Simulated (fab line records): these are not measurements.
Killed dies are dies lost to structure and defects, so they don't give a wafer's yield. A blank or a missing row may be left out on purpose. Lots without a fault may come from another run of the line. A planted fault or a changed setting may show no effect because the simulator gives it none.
Problem report, 8D (eight disciplines) form, completed by code -- flow n5_finfet -- the parts of the form that need people (team, actions taken, sign-off) are left out

== 1. THE PROBLEM ==
killed_at_M4_up at N5_PASSIVATION_PROBE_49 reads a mean of 112 on 6 wafers of 2 lots; wafers without a fault read 13 with a standard deviation of 5.1. Relative to the usual mean, that is a shift of +20 standard deviations.
The first sign was on wafer L745.4 at day 14 15:17, on prober-02. Wafers with a number at this step in the record: 6, from 2 lots. Rule for "out" (also "out of limits"): further than 4 standard deviations from the usual mean. The rest of the wafers with a number are treated as sound.

== 2. WHAT THIS IS AND IS NOT ==
question,is,is not
which readings at this step,killed_at_M4_up,"killed_at_contacts, killed_at_front_end, killed_at_other, killed_open, killed_short"
which lots,"L745, L751",-
which wafers of those lots,all that have a number,-
read on which tools,"prober-01, prober-02",-
when,from day 14 15:17,up to then (0 sound wafers)

== 3. WHAT RULES OUT EACH SUSPECT ==
Counting: any tool at a process step up to the reading is kept as a suspect provided that every lot that is out went through it and no sound lot did after the first of them.
- cvd_co-02 at N5_BEOL_M6_CVD_78 (deposits Co from CCTBA/H2, target thk 2 nm, time 142.3 s): kept. It ran every lot that is out, first L745 (day 11 01:11), and no sound lot after that.
- rie_diel-01 at N5_BEOL_M15_ETCH_38 (etches SiCN in CF4/N2, target depth 106.4 nm, time 120.5 s): kept. It ran every lot that is out, first L745 (day 14 04:32), and no sound lot after that. Because N5_BEOL_M15_ETCH_38 lacks a start for some lots, the hours and order of its lots are taken from N5_MIM_BOT_DEGAS_01.
After counting, cvd_co-02 at N5_BEOL_M6_CVD_78 and rie_diel-01 at N5_BEOL_M15_ETCH_38 remain.

== 4. THE CAUSE (what the simulator had put in) ==
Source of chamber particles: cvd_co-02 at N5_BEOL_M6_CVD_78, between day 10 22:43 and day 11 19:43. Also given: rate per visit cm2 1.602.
This tool is one of the 2 suspects left after counting.

== 5. THE CHAIN OF EFFECTS, in route order ==
Rows list readings where the struck wafers' mean (over those with a number) sits beyond 3 standard deviations from the usual. Only readings whose record carries a usual standard deviation are examined. hours: median over the lots of the time between each lot's start at the first step of this table that gives one and its start at this step. sigmas: the change, counted in usual standard deviations.
hours,step,reading,usual,on struck wafers,change,sigmas
0,N5_PASSIVATION_PROBE_49,defect_limited_yield,91.7 %,84.7,-7.0,-4.1
0,N5_PASSIVATION_PROBE_49,killed_at_M4_up,13,112,+100,+20
0,N5_PASSIVATION_PROBE_49,killed_dies,98,180,+82,+4.1
0,N5_PASSIVATION_PROBE_49,sort_bin_5_function,4.8 %,8.8,+4.0,+3.6
0,N5_PASSIVATION_PROBE_49,sort_n_pass,1082,1000,-82,-4.1
0,N5_PASSIVATION_PROBE_49,sort_yield_pct,91.7 %,84.7,-7.0,-4.1
Here are the process steps it includes:
- N5_PASSIVATION_PROBE_49

== 6. WHAT WOULD HAVE CAUGHT IT SOONER ==
89 hours passed between the start of the fault at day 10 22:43 and the first reading out of limits in this record, taken at day 14 15:17.
Each of the lots that are out, 2 in all, had begun N5_BEOL_M6_CVD_78 on cvd_co-02 no later than day 14 15:17. None of them would have been spared by holding the tool at that moment.
